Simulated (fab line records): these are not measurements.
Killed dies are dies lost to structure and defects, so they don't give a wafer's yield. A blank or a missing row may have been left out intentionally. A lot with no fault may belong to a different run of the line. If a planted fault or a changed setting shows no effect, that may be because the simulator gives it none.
2 desks, one fault	flow n5-finfet	each desk holds nothing but its own numbers, with what lay behind them at the end

== AT THE TOOL OWNER'S DESK: pecvd-02 ==
The tool's own readings at N5_BEOL_M4_DEP_57 (deposits SiCN from 3MS/NH3, target thk 8 nm, time 14 s): means of the sampled wafers that have a number, for each lot that ran on this tool. Any lot whose mean is over 4 standard deviations away from the usual mean is out of limits and marked OUT; that distance is given in the brackets.
Columns: A = showerhead-plenum-p-Torr at N5_BEOL_M4_DEP_57, usual 3.658 Torr; B = throttle-valve-pct at N5_BEOL_M4_DEP_57, usual 9.0 %
lot	first seen here	A	B
L372	day 8 23:04	3.653	8.7
L386	day 12 10:12	3.646	9.1
L385	day 12 15:51	3.659	8.4
Finding of this desk: none of the 3 lots has anything out of limits.

== FROM THE METROLOGY DESK ==
Lot by lot, what the gauges showed, no matter which tool ran the lot: averages of those sampled wafers that carry a number. Any lot whose mean is over 4 standard deviations away from the usual mean is out of limits and marked OUT; that distance is given in the brackets. 7 of its 12 readings are shown, namely those furthest out on some lot.
Columns: A = M4_THK at N5_BEOL_M4_THK_MEAS_53, usual 39.0 nm; B = M4_RS at N5_BEOL_M4_RS_MEAS_58, usual 0.69 ohm/sq; C = DIBL_N at N5_BEOL_M4_RC_MEAS_101, usual 36.3 mV/V; D = ION_P at N5_BEOL_M4_RC_MEAS_101, usual 459 uA/um; E = SS_N at N5_BEOL_M4_RC_MEAS_101, usual 71.5 mV/dec; F = SS_P at N5_BEOL_M4_RC_MEAS_101, usual 73.1 mV/dec; G = VT_P at N5_BEOL_M4_RC_MEAS_101, usual -251 mV
lot	first seen here	A	B	C	D	E	F	G
L372	day 8 22:52	38.4	0.71	36.3	470	71.8	73.1	-246
L374	day 9 17:30	38.5	0.70	38.5	457	72.6	73.5	-248
L386	day 12 10:01	38.0	0.72	35.4	458	71.4	73.3	-251
L385	day 12 15:40	38.0	0.70	38.5	461	71.6	73.7	-248
L389	day 13 05:45	38.8	0.69	35.7	460	71.5	72.9	-248
L391	day 13 18:50	41.7	0.64	36.0	454	71.4	72.3	-254
Finding of this desk: none of the 6 lots has anything out of limits.

== ALL TOGETHER ==
The tool owner's desk saw nothing out of limits.
From the metrology desk's view, nothing was out of limits.

== WHAT HAD BEEN PUT IN BY THE SIMULATOR ==
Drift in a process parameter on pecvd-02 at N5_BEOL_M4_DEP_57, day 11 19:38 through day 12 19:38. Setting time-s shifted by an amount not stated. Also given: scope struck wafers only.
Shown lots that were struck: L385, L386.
